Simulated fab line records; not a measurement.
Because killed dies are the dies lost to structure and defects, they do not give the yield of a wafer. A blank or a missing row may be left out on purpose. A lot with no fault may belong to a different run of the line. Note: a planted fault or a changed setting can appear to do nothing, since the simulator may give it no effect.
Chamber matching || flow n5-finfet || N5_BEOL_M12_ILD_DEP_00 on pecvd-04: 3 sister chambers
The step deposits SiOC from DEMS/O2, target thk 658.92 nm, time 130.7 s. 22 wafers are shown with their chamber, then 11 later ones without.

WAFERS, EACH WITH ITS CHAMBER
{"wafer": "L078.1", "chamber": 2, "throttle-valve-pct (%)": 11.2, "showerhead-plenum-p-Torr (Torr)": 5.683, "heater-power-w (W)": 519}
{"wafer": "L078.5", "chamber": 1, "throttle-valve-pct (%)": 11.5, "showerhead-plenum-p-Torr (Torr)": 5.714, "heater-power-w (W)": 455}
{"wafer": "L078.6", "chamber": 2, "throttle-valve-pct (%)": 11.0, "showerhead-plenum-p-Torr (Torr)": 5.695, "heater-power-w (W)": 565}
{"wafer": "L079.1", "chamber": 2, "throttle-valve-pct (%)": 11.5, "showerhead-plenum-p-Torr (Torr)": 5.688, "heater-power-w (W)": 581}
{"wafer": "L079.3", "chamber": 1, "throttle-valve-pct (%)": 11.5, "showerhead-plenum-p-Torr (Torr)": 5.709, "heater-power-w (W)": 456}
{"wafer": "L079.5", "chamber": 2, "throttle-valve-pct (%)": 11.3, "showerhead-plenum-p-Torr (Torr)": 5.690, "heater-power-w (W)": 476}
{"wafer": "L081.1", "chamber": 0, "throttle-valve-pct (%)": 12.6, "showerhead-plenum-p-Torr (Torr)": 5.682, "heater-power-w (W)": 370}
{"wafer": "L081.3", "chamber": 1, "throttle-valve-pct (%)": 11.3, "showerhead-plenum-p-Torr (Torr)": 5.731, "heater-power-w (W)": 546}
{"wafer": "L081.5", "chamber": 2, "throttle-valve-pct (%)": 11.3, "showerhead-plenum-p-Torr (Torr)": 5.696, "heater-power-w (W)": 560}
{"wafer": "L082.2", "chamber": 0, "throttle-valve-pct (%)": 12.7, "showerhead-plenum-p-Torr (Torr)": 5.680, "heater-power-w (W)": 371}
{"wafer": "L082.3", "chamber": 2, "throttle-valve-pct (%)": 11.4, "showerhead-plenum-p-Torr (Torr)": 5.679, "heater-power-w (W)": 554}
{"wafer": "L082.5", "chamber": 2, "throttle-valve-pct (%)": 11.3, "showerhead-plenum-p-Torr (Torr)": 5.694, "heater-power-w (W)": 569}
{"wafer": "L086.1", "chamber": 2, "throttle-valve-pct (%)": 11.2, "showerhead-plenum-p-Torr (Torr)": 5.686, "heater-power-w (W)": 497}
{"wafer": "L086.3", "chamber": 1, "throttle-valve-pct (%)": 11.7, "showerhead-plenum-p-Torr (Torr)": 5.718, "heater-power-w (W)": 539}
{"wafer": "L086.4", "chamber": 1, "throttle-valve-pct (%)": 11.8, "showerhead-plenum-p-Torr (Torr)": 5.716, "heater-power-w (W)": 556}
{"wafer": "L085.2", "chamber": 0, "throttle-valve-pct (%)": 12.7, "showerhead-plenum-p-Torr (Torr)": 5.692, "heater-power-w (W)": 436}
{"wafer": "L085.3", "chamber": 2, "throttle-valve-pct (%)": 11.2, "showerhead-plenum-p-Torr (Torr)": 5.682, "heater-power-w (W)": 498}
{"wafer": "L085.4", "chamber": 1, "throttle-valve-pct (%)": 11.6, "showerhead-plenum-p-Torr (Torr)": 5.711, "heater-power-w (W)": 553}
{"wafer": "L087.2", "chamber": 2, "throttle-valve-pct (%)": 11.3, "showerhead-plenum-p-Torr (Torr)": 5.692, "heater-power-w (W)": 483}
{"wafer": "L087.3", "chamber": 0, "throttle-valve-pct (%)": 12.8, "showerhead-plenum-p-Torr (Torr)": 5.681, "heater-power-w (W)": 386}
{"wafer": "L087.5", "chamber": 2, "throttle-valve-pct (%)": 11.2, "showerhead-plenum-p-Torr (Torr)": 5.696, "heater-power-w (W)": 528}
{"wafer": "L090.1", "chamber": 2, "throttle-valve-pct (%)": 11.2, "showerhead-plenum-p-Torr (Torr)": 5.692, "heater-power-w (W)": 478}

SIGNATURES, as means of the wafers listed above
{"reading": "throttle-valve-pct", "chamber 0": 12.700, "chamber 1": 11.567, "chamber 2": 11.258, "scatter within a chamber": 0.134}
{"reading": "showerhead-plenum-p-Torr", "chamber 0": 5.68375, "chamber 1": 5.71650, "chamber 2": 5.68942, "scatter within a chamber": 0.00636}
{"reading": "heater-power-w", "chamber 0": 390.75, "chamber 1": 517.50, "chamber 2": 525.67, "scatter within a chamber": 40.6}
Rule: a wafer's distance from a chamber is the root of the sum, over the readings, of the square of ((its reading less the chamber's mean) divided by the reading's scatter). The wafer belongs to the nearest chamber; if the next one is less than 2 further off, it can't be placed. The scatter: take each reading less its chamber's mean, square it, sum over the shown wafers, divide by the number of wafers less the number of chambers, and take the root.

WAFERS MISSING THEIR CHAMBER
{"wafer": "L090.5", "throttle-valve-pct (%)": 11.5, "showerhead-plenum-p-Torr (Torr)": 5.694, "heater-power-w (W)": 503}
{"wafer": "L090.6", "throttle-valve-pct (%)": 12.7, "showerhead-plenum-p-Torr (Torr)": 5.691, "heater-power-w (W)": 461}
{"wafer": "L089.1", "throttle-valve-pct (%)": 11.4, "showerhead-plenum-p-Torr (Torr)": 5.692, "heater-power-w (W)": 555}
{"wafer": "L089.2", "throttle-valve-pct (%)": 11.8, "showerhead-plenum-p-Torr (Torr)": 5.709, "heater-power-w (W)": 532}
{"wafer": "L089.3", "throttle-valve-pct (%)": 12.5, "showerhead-plenum-p-Torr (Torr)": 5.691, "heater-power-w (W)": 407}
{"wafer": "L094.2", "throttle-valve-pct (%)": 11.2, "showerhead-plenum-p-Torr (Torr)": 5.697, "heater-power-w (W)": 580}
{"wafer": "L094.5", "throttle-valve-pct (%)": 11.2, "showerhead-plenum-p-Torr (Torr)": 5.684, "heater-power-w (W)": 576}
{"wafer": "L094.6", "throttle-valve-pct (%)": 12.5, "showerhead-plenum-p-Torr (Torr)": 5.669, "heater-power-w (W)": 423}
{"wafer": "L097.1", "throttle-valve-pct (%)": 11.6, "showerhead-plenum-p-Torr (Torr)": 5.705, "heater-power-w (W)": 478}
{"wafer": "L097.2", "throttle-valve-pct (%)": 11.2, "showerhead-plenum-p-Torr (Torr)": 5.701, "heater-power-w (W)": 497}
{"wafer": "L097.6", "throttle-valve-pct (%)": 12.6, "showerhead-plenum-p-Torr (Torr)": 5.666, "heater-power-w (W)": 358}

EACH ONE'S CHAMBER
{"wafer": "L090.5", "from the rows above": "can't be placed: 2 or 1", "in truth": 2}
{"wafer": "L090.6", "from the rows above": 0, "in truth": 0}
{"wafer": "L089.1", "from the rows above": 2, "in truth": 2}
{"wafer": "L089.2", "from the rows above": 1, "in truth": 1}
{"wafer": "L089.3", "from the rows above": 0, "in truth": 0}
{"wafer": "L094.2", "from the rows above": 2, "in truth": 2}
{"wafer": "L094.5", "from the rows above": 2, "in truth": 2}
{"wafer": "L094.6", "from the rows above": 0, "in truth": 0}
{"wafer": "L097.1", "from the rows above": "can't be placed: 1 or 2", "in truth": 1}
{"wafer": "L097.2", "from the rows above": "can't be placed: 2 or 1", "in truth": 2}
{"wafer": "L097.6", "from the rows above": 0, "in truth": 0}
Correct placement for 8 of the 11. Cannot be placed on the basis of these rows: 3; the candidates contain the true chamber in 3. Placed wrongly: 0.
